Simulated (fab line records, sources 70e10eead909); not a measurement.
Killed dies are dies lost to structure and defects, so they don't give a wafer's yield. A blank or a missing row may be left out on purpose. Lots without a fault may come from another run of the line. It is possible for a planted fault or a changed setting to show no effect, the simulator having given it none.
A struck lot beside a sound one / flow nand harc / 14 out of 1159 route steps
Sound: wafers L117.1, L117.5, L117.6. Wafers L123.2, L123.5, L123.6 were the ones struck. Last of all comes the cause.
Per side, at each step with rows, come the tool, then ch with its chambers, and then its first start. Under that, the readings that differ: sound wafers / struck wafers / difference of the means / sigmas: that difference in standard deviations of wafers without a fault.
alike: words and numbers the same on both sides, and readings whose means are apart by under 2 such deviations; not compared: readings that were withheld, readings missing a value for some wafer, numbers with overlapping values and no deviation given by the record, and bounds like >300 which may hide the same value.
Wherever a step has rows on one side only, a row that says differs or no value, or a row with sigmas, the two part there. Numbers that don't overlap but have no deviation are shown without sigmas and don't part them. A reading missing from all wafers of one side parts the sides only when that side holds two or more wafers.

first, 1 step without rows for these wafers: NHARC_A_BLC_DESCUM_15 (chemistry O2, time 3 s).
NHARC_A_BLC_ETCH_16: etches the open film in CF4, target depth 39 nm, time 65 s.
  sound on rie diel-05 ch 0,1,2, day 16 21:19; struck on rie diel-05 ch 0,1,3, day 18 15:41
  alike: drypump motor current A, mfc ar sccm, oes product au, rf vpp V, showerhead plenum p Torr, throttle valve pct
  not compared: rf hours counter h
NHARC_A_BLC_ETCH_17: etches the open film in N2/H2, target depth 390 nm, time 609.38 s.
  sound on rie diel-05 ch 1,2,3; struck on rie diel-05 ch 0,2,3
  alike: drypump motor current A, mfc ar sccm, oes product au, rf vpp V, showerhead plenum p Torr, throttle valve pct
  not compared: rf hours counter h
NHARC_A_BLC_ETCH_18: etches the open film in C4F8/O2/Ar, target depth 910 nm.
  sound on rie diel-05 ch 0,2,3; struck on rie diel-05 ch 0,1,2
  alike: oes product au, rf vpp V
  not compared: rf hours counter h
NHARC_A_BLC_CD_MEAS_19:
  struck on cd sem-03, day 18 16:34; sound on cd sem-03, day 16 22:11
  alike: cd nm
then, 1 step without rows for these wafers: NHARC_A_BLC_STRIP_29 (strips in CF4).
NHARC_A_BLC_STRIP_21: strips in O2.
  sound on rie diel-05 ch 2,3, day 16 22:23; struck on rie diel-12 ch 2,3, day 18 16:45
  alike: drypump motor current A, mfc ar sccm, oes product au, rf vpp V, showerhead plenum p Torr, throttle valve pct
  not compared: rf hours counter h
then, 3 steps without rows for these wafers: NHARC_A_BLC_STRIP_22 (strips in post etch residue remover, time 600 s); NHARC_A_BLC_DEGAS_30 (time 60 s); NHARC_A_BLC_PRE_CLEAN_31 (time 15 s).
NHARC_A_BLC_PVD_32: deposits Ti, target thk 5 nm, time 17.7 s.
  sound on pvd sputter-03; struck on pvd sputter-01
  alike: chamber pressure pa, throttle valve pct
then, 1 step without rows for these wafers: NHARC_A_BLC_ALD_23 (deposits TiN, target thk 3 nm, pulse time 1 s, ald cycles 150).
NHARC_A_BLC_CVD_24: deposits W, target thk 150 nm, time 434 s.
  sound on cvd w-01 ch 0,1, day 17 09:43; struck on cvd w-02 ch 0,1, day 18 18:30
  alike: heater power w, mfc ar sccm, throttle valve pct
NHARC_A_BLC_CMP_25: polishes, t overpolish 30 s, target thk 150 nm.
  sound on cmp-04 ch 2,3, day 17 10:11; struck on cmp-03 ch 2,3, day 18 19:02
reading=time to endpoint s (s); sound=32 35 35; struck=57 57 55; difference=+22; sigmas=+7
  alike: motor current A, overpolish run s

## WHERE THEY PART
NHARC_A_BLC_CMP_25 only, going by this record.

WHY: the cause the simulator had injected
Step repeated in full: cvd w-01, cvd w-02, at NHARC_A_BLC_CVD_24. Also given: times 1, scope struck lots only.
